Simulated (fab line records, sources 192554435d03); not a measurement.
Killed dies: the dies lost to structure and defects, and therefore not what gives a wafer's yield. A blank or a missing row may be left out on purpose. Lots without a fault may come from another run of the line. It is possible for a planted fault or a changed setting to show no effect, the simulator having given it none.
Chamber matching | flow n5 finfet | rie diel-02 running N5_SDB_ETCH_18: 4 sister chambers
The step etches SOC in N2/H2, target depth 100 nm, overetch 20 nm, time 150 s. 4 wafers are shown with their chamber, then 7 later ones without.

== WAFERS, EACH WITH ITS CHAMBER ==
wafer  | chamber | drypump motor current A (A)
L592.5 | 1       | 5.5
L595.2 | 0       | 5.0
L598.1 | 2       | 6.3
L598.5 | 3       | 5.9

== WAFERS WITHOUT THEIR CHAMBER ==
wafer  | drypump motor current A (A)
L600.1 | 5.1
L600.3 | 6.2
L602.3 | 6.0
L602.5 | 6.0
L606.1 | 5.5
L606.5 | 6.3
L606.6 | 6.0

== WHICH CHAMBER EACH WENT THROUGH ==
wafer  | from the rows above | in truth
L600.1 | 0                   | 0
L600.3 | 2                   | 2
L602.3 | 3                   | 3
L602.5 | 3                   | 3
L606.1 | 1                   | 1
L606.5 | 2                   | 2
L606.6 | 3                   | 3
Correct placement for 7 of the 7. Left unplaced by these rows: 0. Placed wrongly: 0.
How it was worked out, from the rows above alone: a wafer's distance from a chamber is the root of the sum, over the readings, of the square of ((its reading less the chamber's mean) divided by the reading's scatter). The wafer belongs to the nearest chamber; if the next one is less than 2 further off, it can't be placed. Each chamber's mean is taken over the wafers shown for it. The scatter: with one shown wafer a chamber, the root of the mean of the squares of how far each hidden wafer lies from its nearest shown one.
